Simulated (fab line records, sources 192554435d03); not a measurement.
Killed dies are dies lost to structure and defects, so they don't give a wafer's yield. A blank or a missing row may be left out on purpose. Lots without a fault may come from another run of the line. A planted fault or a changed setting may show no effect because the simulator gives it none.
fab line records | flow n5_finfet
record lots=22 wafers=66 last_day=18
route steps=1938 shown BEOL_M3@970
lots that met no fault: from a run of the same line without faults
start_h: hours from the record's first day to the start of the lot's first wafer shown | wait_h: hours since the lot's step before | " the same as in the row above | L1.1+2: a row that stands for several wafers | - no value, or no start given | * or withheld: withheld | < > ~ a bound
route shown NAME@n: a module of which the file shows steps, and the number in the route of the first | usual: mean/standard deviation of fault-free wafers | same: alike in all rows | chamber/n: place in a boat | sites: the reading at each site | _std_site: their standard deviation | _edge_site: outer sites' mean less inner sites' | radius_mm: how far each site lies from the wafer's centre | mask NAME#n: copy n | behind: the tool/chamber that last shaped the wafer | hold: why the lot was held/for how many hours/how that ended | device: the transistor (n, p or np) that didn't switch | end of line: the same wafers' tests at the end of the route | a step without rows: its recipe alone | killed: dies lost to structure and defects at the first sort, not the wafer's yield | map: a wafer's dies, x killed, . not, _ none there
set.NAME: the setting as run; set.NAME@STEP: as run at that earlier step | model.NAME: the simulator's own value behind a step, which no gauge read
steps of the route over a sample of lots; a table a step, a row a wafer
services: from which hour (start_h, from the record's first day; less than 0 if before it) a tool's chamber was out of use, for how many hours, and why
## steps
# step N5_BEOL_M3_ETCH_77
# recipe chemistry=N2/H2 target=underlayer target_depth_a=65 mask_material=CAR-EUV time_s=5.2 ion_energy_ev=200 pressure_mtorr=30 source_w=840 bias_w=150 n2_flow_sccm=200 h2_flow_sccm=200 ends=cleared
# usual bias_w=149.9/0.44 drypump_motor_current_A=5.9/0.36 etch_rf_on_time_s=5.24/0.11 oes_product_au=0.64/0.062 rf_vpp_V=524.0/3 showerhead_plenum_p_Torr=2.55/0.1 throttle_valve_pct=17.86/0.24
# columns lot.wafer tool chamber start_h wait_h bias_w drypump_motor_current_A etch_rf_on_time_s oes_product_au rf_hours_counter_h rf_vpp_V showerhead_plenum_p_Torr throttle_valve_pct
L074.3 rie_diel-05 2 144.33 0.0 150.4 5.6 5.23 0.60 227 525.2 2.61 18.02
L074.4 " 1 " " 150.4 6.1 5.24 0.60 207 518.8 2.42 17.52
L074.5 " 2 " " 150.2 5.6 5.22 0.58 - 528.2 2.61 18.04
L075.2 rie_diel-01 2 148.05 0.0 149.2 6.4 5.24 0.63 165 521.9 2.44 17.70
L075.5 " 2 " " 149.6 6.4 5.24 0.64 - 520.4 2.44 17.67
L075.6 " 0 " " 150.1 5.5 5.08 0.73 - 526.8 2.69 17.89
L076.1 rie_diel-05 2 165.86 0.0 149.4 5.6 5.24 0.58 234 526.7 2.61 18.02
L076.4 " 1 " " 149.7 6.1 5.28 0.60 214 522.0 2.42 17.54
L076.6 " 3 " " 149.9 5.8 5.41 0.60 - 526.9 2.64 18.05
L079.3 rie_diel-01 2 182.89 0.0 149.9 6.4 5.22 0.62 176 522.0 2.43 17.71
L079.4 " 1 " " 150.4 6.3 5.04 0.67 154 527.1 2.64 17.39
L079.6 " 0 " " 149.4 5.5 5.17 0.70 - 527.6 2.69 17.88
L077.3 rie_diel-01 2 183.16 0.0 150.6 6.4 5.27 0.63 176 523.0 2.43 17.71
L077.5 " 3 " " 150.2 5.8 5.36 0.61 - 527.3 2.63 17.87
L077.6 " 2 " " 150.1 6.4 5.29 0.62 - 520.1 2.43 17.69
L080.3 rie_diel-05 3 184.02 0.0 149.7 5.8 5.38 0.61 186 527.2 2.64 18.04
L080.4 " 1 " " 149.9 6.1 5.26 0.59 218 521.7 2.41 17.54
L080.5 " 0 " " 149.3 5.5 5.26 0.65 - 520.8 2.44 18.13
L081.1 rie_diel-05 2 191.58 0.0 149.8 5.6 5.23 0.58 241 524.9 2.60 18.05
L081.5 " 3 " " 149.9 5.8 5.35 0.62 - 526.2 2.64 18.03
L081.6 " 0 " " 149.8 5.6 5.19 0.65 - 520.5 2.44 18.09
L082.2 rie_diel-06 2 192.65 0.0 150.4 6.4 5.44 0.60 204 522.0 2.50 17.73
L082.3 " 3 " " 149.5 6.3 5.25 0.66 91 524.8 2.58 17.98
L082.6 " 2 " " 150.7 6.4 5.42 0.60 - 523.2 2.50 17.75
L083.2 rie_diel-05 3 194.72 0.0 150.5 5.8 5.35 0.61 190 526.5 2.64 18.03
L083.5 " 2 " " 150.0 5.6 5.22 0.57 - 525.4 2.60 18.07
L083.6 " 1 " " 150.2 6.1 5.29 0.59 - 520.8 2.41 17.54
L084.1 rie_diel-05 1 211.67 0.0 149.8 6.1 5.29 0.60 227 520.3 2.41 17.59
L084.3 " 0 " " 150.0 5.6 5.19 0.64 144 522.2 2.44 18.09
L084.4 " 3 " " 150.1 5.8 5.36 0.60 195 528.4 2.64 18.05
L085.1 rie_diel-05 1 214.30 0.0 149.7 6.1 5.18 0.60 228 522.3 2.41 17.52
L085.4 " 3 " " 149.2 5.8 5.26 0.60 196 526.4 2.64 18.05
L085.6 " 0 " " 149.9 5.5 5.09 0.65 - 520.9 2.44 18.10
L086.1 rie_diel-05 0 227.22 0.0 149.8 5.5 5.26 0.63 150 523.2 2.43 18.12
L086.3 " 3 " " 150.7 5.8 5.31 0.59 202 524.0 2.63 18.06
L086.5 " 1 " " 149.7 6.1 5.26 0.59 - 521.3 2.41 17.57
L087.1 rie_diel-06 1 236.92 0.0 150.0 5.8 5.19 0.70 64 521.9 2.59 17.83
L087.4 " 1 " " 149.5 5.9 5.13 0.71 - 523.2 2.59 17.84
L087.5 " 3 " " 149.5 6.3 5.33 0.65 - 523.1 2.58 18.05
L088.1 rie_diel-05 2 247.10 0.0 150.1 5.6 5.11 0.82 3 525.4 2.60 17.63
L088.3 " 1 " " 149.5 6.1 5.20 0.59 241 519.3 2.40 17.57
L088.4 " 0 " " 150.4 5.5 5.18 0.63 157 521.3 2.43 18.12
L089.1 rie_diel-06 1 249.41 0.0 149.8 5.8 5.11 0.71 69 525.4 2.59 17.84
L089.4 " 0 " " 150.0 4.9 5.22 0.83 1 529.5 2.70 17.85
L089.5 " 3 " " 150.0 6.3 5.27 0.66 - 526.5 2.57 18.03
L090.1 rie_diel-05 1 249.74 0.0 150.9 6.1 5.23 0.60 242 519.7 2.40 17.58
L090.2 " 3 " " 150.5 5.8 5.23 0.61 209 526.0 2.63 18.08
L090.5 " 0 " " 149.6 5.5 5.18 0.63 - 519.9 2.43 18.15
L092.2 rie_diel-05 3 255.48 0.0 150.2 5.8 5.27 0.59 211 523.6 2.63 18.07
L092.3 " 1 " " 150.8 6.1 5.24 0.59 244 519.9 2.40 17.58
L092.4 " 2 " " 149.5 5.6 5.11 0.81 6 525.7 2.60 17.65
L091.2 rie_diel-01 1 258.25 0.0 149.8 6.3 4.93 0.66 176 528.1 2.64 17.39
L091.3 " 0 " " 150.2 5.5 5.06 0.70 95 527.8 2.68 17.92
L091.6 " 1 " " 149.4 6.3 5.00 0.66 - 528.2 2.64 17.39
L093.1 rie_diel-06 0 259.20 0.0 149.6 4.9 5.21 0.81 4 529.0 2.69 17.88
L093.3 " 3 " " 149.9 6.3 5.31 0.65 113 525.9 2.57 18.04
L093.6 " 3 " " 150.7 6.3 5.31 0.65 - 527.6 2.57 18.03
L095.1 rie_diel-01 1 278.27 0.0 149.5 6.3 4.98 0.65 182 525.5 2.63 17.43
L095.3 " 0 " " 149.6 5.5 5.15 0.69 100 528.1 2.68 17.95
L095.4 " 3 " " 150.6 5.8 5.36 0.59 226 525.8 2.62 17.91
L097.1 rie_diel-06 1 284.67 0.0 150.8 5.9 5.17 0.69 79 526.0 2.58 17.86
L097.3 " 0 " " 150.0 4.9 5.21 0.78 11 528.0 2.69 17.87
L097.5 " 2 " " 149.7 6.3 5.45 0.58 - 521.3 2.49 17.78
L096.1 rie_diel-05 2 287.32 0.0 150.4 5.6 5.08 0.80 15 525.5 2.59 17.64
L096.3 " 0 " " 150.3 5.5 5.28 0.61 170 519.2 2.43 18.16
L096.5 " 3 " " 149.3 5.8 5.34 0.59 - 526.9 2.63 18.09
# step N5_BEOL_M3_TRENCH_ETCH_37
# recipe chemistry=C4F6/O2 target_depth_a=555.55 target=SiOC time_s=29.2 ion_energy_ev=250 pressure_mtorr=30 source_w=355 bias_w=185 Ar_flow_sccm=300 C4F6_flow_sccm=10 O2_flow_sccm=10
# usual bias_w=185.0/0.53 drypump_motor_current_A=5.9/0.42 oes_ar_750_au=0.76/0.066 oes_product_au=0.76/0.071 rf_vpp_V=666/11 showerhead_plenum_p_Torr=2.88/0.11 throttle_valve_pct=20.85/0.22
# columns lot.wafer tool chamber start_h wait_h bias_w drypump_motor_current_A oes_ar_750_au oes_product_au rf_hours_counter_h rf_vpp_V showerhead_plenum_p_Torr throttle_valve_pct
L074.3 rie_diel-05 1 - - 184.1 6.1 0.72 0.70 208 658 2.72 20.58
L074.4 " 2 " " 184.8 5.6 0.68 0.68 227 684 2.91 21.00
L074.5 " 2 " " 185.4 5.6 0.67 0.68 - 684 2.91 21.00
L075.2 rie_diel-01 1 - - 185.0 6.3 0.79 0.79 143 686 2.97 20.44
L075.5 " 1 " " 185.2 6.3 0.79 0.80 - 687 2.97 20.43
L075.6 " 0 " " 185.4 5.5 0.83 0.83 - 661 3.01 20.95
L076.1 rie_diel-05 2 - - 185.9 5.6 0.68 0.68 236 683 2.91 21.02
L076.4 " 1 " " 184.4 6.1 0.72 0.70 216 657 2.72 20.59
L076.6 " 2 " " 186.7 5.6 0.67 0.68 - 684 2.91 21.00
L079.3 rie_diel-05 0 - - 185.3 5.6 0.74 0.75 135 682 2.74 21.07
L079.4 " 3 " " 184.5 5.8 0.72 0.72 187 666 2.96 21.10
L079.6 " 3 " " 185.1 5.8 0.73 0.71 - 664 2.96 21.09
L077.3 rie_diel-01 3 - - 185.4 5.8 0.72 0.72 199 660 2.94 20.79
L077.5 " 1 " " 184.9 6.3 0.78 0.78 - 686 2.97 20.46
L077.6 " 0 " " 185.1 5.5 0.82 0.83 - 657 3.01 20.98
L080.3 rie_diel-01 2 - - 185.0 6.4 0.73 0.74 176 650 2.72 20.69
L080.4 " 3 " " 185.3 5.7 0.72 0.72 199 660 2.94 20.78
L080.5 " 0 " " 185.2 5.5 0.82 0.83 - 660 3.01 20.98
L081.1 rie_diel-06 2 - - 185.3 6.3 0.70 0.71 204 667 2.82 20.78
L081.5 " 0 " " 184.6 4.9 0.68 0.67 - 657 2.70 21.45
L081.6 " 3 " " 185.3 6.3 0.79 0.79 - 661 2.88 20.90
L082.2 rie_diel-01 0 - - 184.9 5.5 0.82 0.81 77 660 3.00 20.96
L082.3 " 3 " " 185.7 5.7 0.72 0.71 202 659 2.94 20.81
L082.6 " 0 " " 184.9 5.4 0.82 0.81 - 660 3.00 20.98
L083.2 rie_diel-06 1 - - 186.0 5.8 0.84 0.84 46 666 2.92 20.90
L083.5 " 1 " " 185.6 5.8 0.85 0.84 - 667 2.92 20.90
L083.6 " 0 " " 184.8 4.9 0.69 0.67 - 659 2.70 21.45
L084.1 rie_diel-06 3 - - 185.0 6.3 0.78 0.78 99 659 2.88 20.89
L084.3 " 3 " " 184.8 6.3 0.78 0.79 - 660 2.88 20.90
L084.4 " 1 " " 186.2 5.9 0.84 0.84 - 667 2.91 20.91
L085.1 rie_diel-06 2 - - 185.0 6.3 0.71 0.71 206 666 2.82 20.78
L085.4 " 2 " " 185.0 6.4 0.71 0.70 - 666 2.82 20.77
L085.6 " 1 " " 185.4 5.9 0.83 0.84 - 666 2.91 20.92
L086.1 rie_diel-01 0 - - 183.4 5.5 0.80 0.81 86 659 3.00 20.99
L086.3 " 2 " " 185.0 6.3 0.73 0.72 187 650 2.72 20.72
L086.5 " 3 " " 184.6 5.8 0.71 0.71 - 661 2.94 20.80
L087.1 rie_diel-01 3 - - 184.8 5.8 0.70 0.70 214 659 2.93 20.82
L087.4 " 1 " " 185.0 6.3 0.76 0.78 169 686 2.96 20.49
L087.5 " 1 " " 184.4 6.3 0.77 0.78 - 685 2.96 20.49
L088.1 rie_diel-06 3 - - 185.0 6.3 0.78 0.78 110 659 2.87 20.94
L088.3 " 1 " " 184.8 5.8 0.82 0.81 68 665 2.90 20.93
L088.4 " 2 " " 185.9 6.3 0.70 0.69 214 666 2.82 20.78
L089.1 rie_diel-05 0 - - 183.9 5.5 0.72 0.73 160 681 2.73 21.09
L089.4 " 1 " " 184.9 6.1 0.69 0.68 245 657 2.70 20.62
L089.5 " 2 " " 185.0 5.6 0.93 0.96 - 684 2.90 20.65
L091.2 rie_diel-01 0 - - 184.7 5.5 0.80 0.79 95 662 3.00 21.00
L091.3 " 2 " " 184.1 6.4 0.72 0.71 197 650 2.71 20.70
L091.6 " 0 " " 184.8 5.5 0.80 0.80 - 660 3.00 21.00
L090.1 rie_diel-06 2 - - 185.2 6.4 0.70 0.70 219 666 2.82 20.80
L090.2 " 3 " " 184.7 6.3 0.77 0.77 114 660 2.87 20.93
L090.5 " 0 " " 184.3 4.9 0.93 0.96 - 670 3.04 21.09
L092.2 rie_diel-05 0 - - 185.4 5.5 0.73 0.73 162 681 2.73 21.11
L092.3 " 3 " " 185.9 5.8 0.71 0.70 213 665 2.95 21.15
L092.4 " 1 " " 185.0 6.1 0.70 0.68 246 656 2.70 20.63
L093.1 rie_diel-01 2 - - 185.0 6.3 0.71 0.72 199 650 2.71 20.73
L093.3 " 3 " " 185.5 5.7 0.70 0.70 223 660 2.93 20.85
L093.6 " 1 " " 185.1 6.3 0.76 0.78 - 685 2.96 20.51
L095.1 rie_diel-01 1 - - 184.7 6.3 0.75 0.77 182 687 2.95 20.50
L095.3 " 3 " " 184.8 5.7 0.70 0.69 227 661 2.93 20.84
L095.4 " 2 " " 185.2 6.4 0.71 0.70 203 651 2.71 20.72
L097.1 rie_diel-06 0 - - 185.6 4.9 0.90 0.92 14 669 3.03 21.08
L097.3 " 1 " " 185.7 5.8 0.81 0.81 83 667 2.90 20.95
L097.5 " 1 " " 184.6 5.9 0.81 0.80 - 667 2.90 20.95
L096.1 rie_diel-01 3 - - 185.9 5.7 0.69 0.70 233 662 2.93 20.84
L096.3 " 0 " " 185.3 5.5 0.78 0.79 107 662 2.99 21.04
L096.5 " 0 " " 184.5 5.5 0.79 0.79 - 660 2.99 21.03
# step N5_BEOL_M3_ALD_84
# recipe material=TaN target_thk_a=* temp_c=275 ald_precursor_family=PDMAT ald_co_reactant=NH3 pressure_torr=3 carrier_flow_sccm=1500 pulse_time_s=2 purge_time_s=3 co_reactant_purge_time_s=2 co_reactant_pulse_time_s=3 ald_cycles=30 precursor_vessel_temp_c=75 precursor_vessel_pressure_torr=26.25 precursor_vessel_carrier_sccm=1000
# usual heater_power_w=400/36 precursor_vessel_temp_c=75.02/0.11 susceptor_temp_C=274.99/0.17
# same co_reactant_purge_time_s=2
# columns lot.wafer tool chamber start_h wait_h heater_power_w precursor_vessel_temp_c susceptor_temp_C
L074.3 ald_metal-02 0 146.58 0.0 396 74.99 275.38
L074.4 " 2 " " 413 75.07 275.13
L074.5 " 1 " " 416 75.00 275.11
L075.2 ald_metal-03 2 151.42 0.1 482 74.97 275.04
L075.5 " 0 " " 388 74.96 274.98
L075.6 " 1 " " 415 74.91 274.82
L076.1 ald_metal-03 0 174.71 0.0 380 75.10 274.98
L076.4 " 3 " " 331 74.97 274.87
L076.6 " 3 " " 323 75.10 274.75
L079.3 ald_metal-01 2 185.81 0.0 426 75.03 275.22
L079.4 " 0 " " 363 75.08 274.89
L079.6 " 1 " " 447 74.91 275.00
L077.3 ald_metal-02 2 185.94 0.1 411 75.01 274.92
L077.5 " 1 " " 420 74.85 275.07
L077.6 " 0 " " 398 75.11 275.13
L080.3 ald_metal-01 1 186.24 0.1 446 74.88 274.96
L080.4 " 2 " " 417 75.08 275.11
L080.5 " 1 " " 445 74.83 274.81
L081.1 ald_metal-01 3 192.75 0.0 386 74.98 275.08
L081.5 " 0 " " 373 74.93 274.93
L081.6 " 1 " " 453 75.08 275.31
L082.2 ald_metal-02 1 193.56 0.0 408 75.10 275.09
L082.3 " 0 " " 390 75.08 275.07
L082.6 " 0 " " 397 74.89 275.33
L083.2 ald_metal-03 1 199.28 0.0 412 75.11 275.37
L083.5 " 0 " " 376 75.06 275.35
L083.6 " 1 " " 427 75.08 275.14
L084.1 ald_metal-03 3 222.05 0.1 330 75.17 274.79
L084.3 " 2 " " 475 75.13 275.14
L084.4 " 0 " " 372 75.02 274.93
L085.1 ald_metal-01 1 227.16 0.1 439 74.84 275.23
L085.4 " 0 " " 370 75.25 275.07
L085.6 " 1 " " 439 75.01 275.14
L086.1 ald_metal-03 1 230.16 0.0 433 74.92 274.88
L086.3 " 3 " " 327 75.07 274.89
L086.5 " 1 " " 426 74.93 275.01
L087.1 ald_metal-03 0 239.50 0.1 372 75.03 274.87
L087.4 " 1 " " 413 74.86 274.94
L087.5 " 0 " " 378 75.02 274.99
L088.1 ald_metal-03 1 249.14 0.1 420 74.94 274.81
L088.3 " 3 " " 328 75.02 275.06
L088.4 " 0 " " 378 75.05 274.90
L089.1 ald_metal-01 0 257.77 0.0 363 75.03 275.28
L089.4 " 1 " " 446 74.91 275.11
L089.5 " 3 " " 374 74.98 275.38
L091.2 ald_metal-02 2 261.57 0.0 401 74.99 275.24
L091.3 " 1 " " 416 75.16 274.92
L091.6 " 2 " " 407 74.91 274.92
L090.1 ald_metal-01 3 262.91 0.1 374 75.03 274.82
L090.2 " 2 " " 422 74.92 274.95
L090.5 " 0 " " 349 75.04 274.92
L092.2 ald_metal-02 0 262.93 0.1 396 75.00 274.93
L092.3 " 2 " " 414 75.01 275.10
L092.4 " 1 " " 409 74.86 274.97
L093.1 ald_metal-03 3 266.31 0.0 324 74.79 275.01
L093.3 " 0 " " 382 75.09 274.89
L093.6 " 0 " " 384 74.92 274.98
L095.1 ald_metal-01 3 280.28 0.0 381 74.84 275.19
L095.3 " 0 " " 368 74.88 274.94
L095.4 " 1 " " 435 75.06 274.62
L097.1 ald_metal-02 3 299.77 0.0 399 74.76 275.09
L097.3 " 0 " " 393 75.18 275.03
L097.5 " 2 " " 408 74.83 274.80
L096.1 ald_metal-01 1 301.53 0.0 442 74.93 275.07
L096.3 " 0 " " 366 75.09 274.98
L096.5 " 3 " " 390 75.20 274.91
# step N5_BEOL_M3_SPUTTER_79
# recipe material=Cu target_thk_a=45 temp_c=-20 chamber_pressure_pa=0.07 power_w=withheld time_s=8.29
# usual susceptor_temp_C=-20.01/0.1 throttle_valve_pct=30.0/1.2
# columns lot.wafer tool chamber start_h wait_h susceptor_temp_C throttle_valve_pct
L074.3 pvd_sputter-01 - 147.33 0.1 -20.13 30.0
L074.4 " - " " -20.10 30.5
L074.5 " - " " -20.09 30.6
L075.2 pvd_sputter-02 - 152.26 0.1 -20.05 29.8
L075.5 " - " " -19.98 30.5
L075.6 " - " " -19.91 29.1
L076.1 pvd_sputter-02 - 175.38 0.1 -20.20 30.2
L076.4 " - " " -20.01 32.3
L076.6 " - " " -20.07 32.4
L079.3 pvd_sputter-01 - 186.53 0.1 -19.78 28.6
L079.4 " - " " -20.11 31.7
L079.6 " - " " -20.00 30.2
L077.3 pvd_sputter-02 - 186.73 0.1 -19.94 30.5
L077.5 " - " " -19.89 30.5
L077.6 " - " " -20.06 29.1
L080.3 pvd_sputter-01 - 188.37 0.1 -19.88 30.2
L080.4 " - " " -19.97 29.9
L080.5 " - " " -19.93 30.3
L081.1 pvd_sputter-03 - 193.44 0.1 -20.05 29.5
L081.5 " - " " -19.96 30.6
L081.6 " - " " -20.22 28.3
L082.2 pvd_sputter-02 - 196.07 0.1 -19.97 29.6
L082.3 " - " " -19.98 30.4
L082.6 " - " " -20.16 32.3
L083.2 pvd_sputter-01 - 200.10 0.1 -20.04 30.4
L083.5 " - " " -19.80 31.5
L083.6 " - " " -20.04 28.3
L084.1 pvd_sputter-02 - 224.70 0.1 -20.12 30.2
L084.3 " - " " -19.89 29.2
L084.4 " - " " -19.97 29.8
L085.1 pvd_sputter-02 - 227.92 0.1 -19.93 30.4
L085.4 " - " " -19.91 32.4
L085.6 " - " " -19.98 29.2
L086.1 pvd_sputter-01 - 233.89 2.6 -20.12 30.3
L086.3 " - " " -20.10 31.5
L086.5 " - " " -20.02 28.2
L087.1 pvd_sputter-03 - 240.28 0.1 -19.88 29.0
L087.4 " - " " -20.16 29.3
L087.5 " - " " -20.07 29.1
L088.1 pvd_sputter-01 - 250.12 0.1 -20.07 30.1
L088.3 " - " " -20.07 28.1
L088.4 " - " " -20.18 31.4
L089.1 pvd_sputter-03 - 260.03 0.1 -19.98 28.6
L089.4 " - " " -19.99 29.2
L089.5 " - " " -19.93 28.9
L091.2 pvd_sputter-01 - 262.34 0.1 -20.04 30.3
L091.3 " - " " -19.97 31.6
L091.6 " - " " -19.97 30.3
L090.1 pvd_sputter-03 - 263.62 0.1 -20.11 28.4
L090.2 " - " " -19.96 29.2
L090.5 " - " " -20.10 29.3
L092.2 pvd_sputter-02 - 263.96 0.1 -19.94 29.4
L092.3 " - " " -20.11 32.3
L092.4 " - " " -20.04 29.8
L093.1 pvd_sputter-02 - 266.99 0.1 -20.05 30.0
L093.3 " - " " -20.06 30.5
L093.6 " - " " -19.86 29.3
L095.1 pvd_sputter-03 - 281.10 0.1 -20.00 28.9
L095.3 " - " " -20.01 28.6
L095.4 " - " " -19.75 30.9
L097.1 pvd_sputter-01 - 300.57 0.1 -19.94 30.4
L097.3 " - " " -20.05 31.4
L097.5 " - " " -19.93 30.1
L096.1 pvd_sputter-01 - 302.45 0.1 -19.99 29.9
L096.3 " - " " -20.02 30.3
L096.5 " - " " -19.96 30.7
# step N5_BEOL_M3_ANNEAL_87
# recipe temp_c=400 time_s=240 ambient=vacuum
# usual heater_power_w=817/65 susceptor_temp_C=400.01/0.23
# columns lot.wafer tool chamber start_h wait_h heater_power_w susceptor_temp_C
L074.3 pvd_sputter-01 - 147.85 0.0 730 399.74
L074.4 " - " " 861 399.74
L074.5 " - " " 864 399.81
L075.2 pvd_sputter-02 - 152.78 0.0 848 400.35
L075.5 " - " " 755 400.08
L075.6 " - " " 879 399.46
L076.1 pvd_sputter-02 - 175.90 0.0 861 400.02
L076.4 " - " " 847 399.43
L076.6 " - " " 819 399.83
L079.3 pvd_sputter-01 - 187.05 0.0 711 400.20
L079.4 " - " " 924 399.87
L079.6 " - " " 853 399.97
L077.3 pvd_sputter-02 - 187.25 0.0 761 400.03
L077.5 " - " " 783 399.99
L077.6 " - " " 878 400.37
L080.3 pvd_sputter-01 - 188.89 0.0 847 400.04
L080.4 " - " " 704 399.96
L080.5 " - " " 842 400.05
L081.1 pvd_sputter-03 - 193.96 0.0 802 399.80
L081.5 " - " " 891 399.87
L081.6 " - " " 873 400.39
L082.2 pvd_sputter-02 - 196.59 0.0 855 399.91
L082.3 " - " " 759 400.27
L082.6 " - " " 824 399.99
L083.2 pvd_sputter-01 - 200.62 0.0 836 400.03
L083.5 " - " " 893 399.91
L083.6 " - " " 694 399.75
L084.1 pvd_sputter-02 - 225.22 0.0 755 400.41
L084.3 " - " " 858 399.58
L084.4 " - " " 853 399.93
L085.1 pvd_sputter-02 - 228.44 0.0 774 399.61
L085.4 " - " " 853 400.05
L085.6 " - " " 848 399.98
L086.1 pvd_sputter-01 - 234.47 0.0 726 400.19
L086.3 " - " " 918 400.01
L086.5 " - " " 727 399.99
L087.1 pvd_sputter-03 - 240.80 0.0 799 399.97
L087.4 " - " " 842 400.42
L087.5 " - " " 800 400.29
L088.1 pvd_sputter-01 - 250.64 0.0 723 399.87
L088.3 " - " " 708 400.56
L088.4 " - " " 899 400.06
L089.1 pvd_sputter-03 - 260.55 0.0 874 400.14
L089.4 " - " " 817 399.90
L089.5 " - " " 874 400.09
L091.2 pvd_sputter-01 - 262.86 0.0 859 400.09
L091.3 " - " " 925 399.79
L091.6 " - " " 861 399.87
L090.1 pvd_sputter-03 - 264.14 0.0 889 399.82
L090.2 " - " " 776 399.91
L090.5 " - " " 808 400.00
L092.2 pvd_sputter-02 - 264.48 0.0 868 400.04
L092.3 " - " " 857 400.02
L092.4 " - " " 865 399.58
L093.1 pvd_sputter-02 - 267.51 0.0 853 399.85
L093.3 " - " " 773 400.09
L093.6 " - " " 858 400.12
L095.1 pvd_sputter-03 - 281.62 0.0 780 400.06
L095.3 " - " " 890 399.91
L095.4 " - " " 861 400.17
L097.1 pvd_sputter-01 - 301.09 0.0 713 400.05
L097.3 " - " " 920 400.41
L097.5 " - " " 714 400.17
L096.1 pvd_sputter-01 - 302.97 0.0 713 400.16
L096.3 " - " " 837 400.12
L096.5 " - " " 849 400.38
# step N5_BEOL_M3_SPUTTER_88
# recipe material=Cu target_thk_a=45 temp_c=-20 chamber_pressure_pa=0.07 power_w=withheld time_s=8.29
# usual susceptor_temp_C=-20.00/0.1 throttle_valve_pct=30.0/1.2
# columns lot.wafer tool chamber start_h wait_h susceptor_temp_C throttle_valve_pct
L074.3 pvd_sputter-01 - 147.99 0.1 -20.01 30.0
L074.4 " - " " -19.93 30.4
L074.5 " - " " -20.02 30.2
L075.2 pvd_sputter-02 - 152.93 0.1 -20.01 30.0
L075.5 " - " " -19.92 30.4
L075.6 " - " " -20.00 29.3
L076.1 pvd_sputter-02 - 176.04 0.1 -20.01 29.6
L076.4 " - " " -20.10 32.6
L076.6 " - " " -19.94 32.3
L079.3 pvd_sputter-01 - 187.19 0.1 -19.99 28.2
L079.4 " - " " -19.95 31.5
L079.6 " - " " -20.06 30.4
L077.3 pvd_sputter-02 - 187.39 0.1 -19.99 30.2
L077.5 " - " " -20.09 30.1
L077.6 " - " " -19.86 29.3
L080.3 pvd_sputter-01 - 189.03 0.1 -20.09 30.1
L080.4 " - " " -20.14 29.8
L080.5 " - " " -20.16 30.6
L081.1 pvd_sputter-03 - 194.10 0.1 -19.99 29.5
L081.5 " - " " -19.94 31.1
L081.6 " - " " -20.06 28.7
L082.2 pvd_sputter-02 - 196.73 0.1 -19.95 29.9
L082.3 " - " " -20.05 30.2
L082.6 " - " " -20.13 32.2
L083.2 pvd_sputter-01 - 200.76 0.1 -20.16 30.3
L083.5 " - " " -20.04 31.4
L083.6 " - " " -20.03 28.2
L084.1 pvd_sputter-02 - 225.36 0.1 -19.98 30.2
L084.3 " - " " -19.88 29.0
L084.4 " - " " -20.17 30.0
L085.1 pvd_sputter-02 - 228.58 0.1 -19.90 30.2
L085.4 " - " " -20.08 32.2
L085.6 " - " " -19.93 29.0
L086.1 pvd_sputter-01 - 234.63 0.1 -19.89 29.9
L086.3 " - " " -19.96 31.5
L086.5 " - " " -19.95 28.2
L087.1 pvd_sputter-03 - 240.94 0.1 -20.05 29.0
L087.4 " - " " -19.81 29.3
L087.5 " - " " -19.91 29.2
L088.1 pvd_sputter-01 - 250.78 0.1 -19.97 30.1
L088.3 " - " " -20.07 28.2
L088.4 " - " " -20.17 31.7
L089.1 pvd_sputter-03 - 260.69 0.1 -19.92 28.7
L089.4 " - " " -20.01 29.2
L089.5 " - " " -19.91 28.3
L091.2 pvd_sputter-01 - 263.00 0.1 -19.84 30.2
L091.3 " - " " -19.87 31.5
L091.6 " - " " -20.02 30.2
L090.1 pvd_sputter-03 - 264.28 0.1 -20.05 28.8
L090.2 " - " " -20.13 29.0
L090.5 " - " " -20.04 29.3
L092.2 pvd_sputter-02 - 264.62 0.1 -20.16 29.4
L092.3 " - " " -20.01 32.3
L092.4 " - " " -20.03 29.9
L093.1 pvd_sputter-02 - 267.65 0.1 -20.06 30.0
L093.3 " - " " -19.96 30.3
L093.6 " - " " -19.97 29.1
L095.1 pvd_sputter-03 - 281.76 0.1 -20.23 28.9
L095.3 " - " " -20.07 28.3
L095.4 " - " " -19.95 31.0
L097.1 pvd_sputter-01 - 301.23 0.1 -20.10 30.1
L097.3 " - " " -19.99 31.4
L097.5 " - " " -20.22 30.3
L096.1 pvd_sputter-01 - 303.11 0.1 -19.98 30.0
L096.3 " - " " -20.03 30.2
L096.5 " - " " -20.01 30.3
## services
# columns tool chamber start_h hours kind
ald_metal-03 0 121.89 5.9 repair
rie_diel-06 2 124.88 3.2 repair
ald_metal-02 3 130.22 107.3 repair
pvd_sputter-01 - 137.17 2.2 repair
rie_diel-05 0 157.45 2.8 repair
rie_diel-06 2 201.30 23.7 repair
rie_diel-06 3 202.27 7.3 repair
rie_diel-01 - 211.73 3.2 repair
rie_diel-05 2 220.81 - clean
rie_diel-05 2 220.81 - consumable_replace:focus_ring
rie_diel-05 2 220.81 17.9 scheduled_down
rie_diel-05 2 220.81 17.9 vent_cycle
rie_diel-06 0 226.90 - clean
pvd_sputter-01 - 231.67 2.2 repair
pvd_sputter-01 - 236.50 2.7 repair
ald_metal-01 1 243.56 3.8 repair
rie_diel-01 - 243.61 0.2 repair
rie_diel-06 0 271.64 2.8 repair
rie_diel-05 1 280.56 - clean
rie_diel-05 1 280.56 - consumable_replace:focus_ring
rie_diel-05 1 280.56 - consumable_replace:showerhead
rie_diel-05 1 280.56 29.9 scheduled_down
rie_diel-05 1 280.56 29.9 vent_cycle
rie_diel-05 2 296.80 2.9 repair
## key
fault none
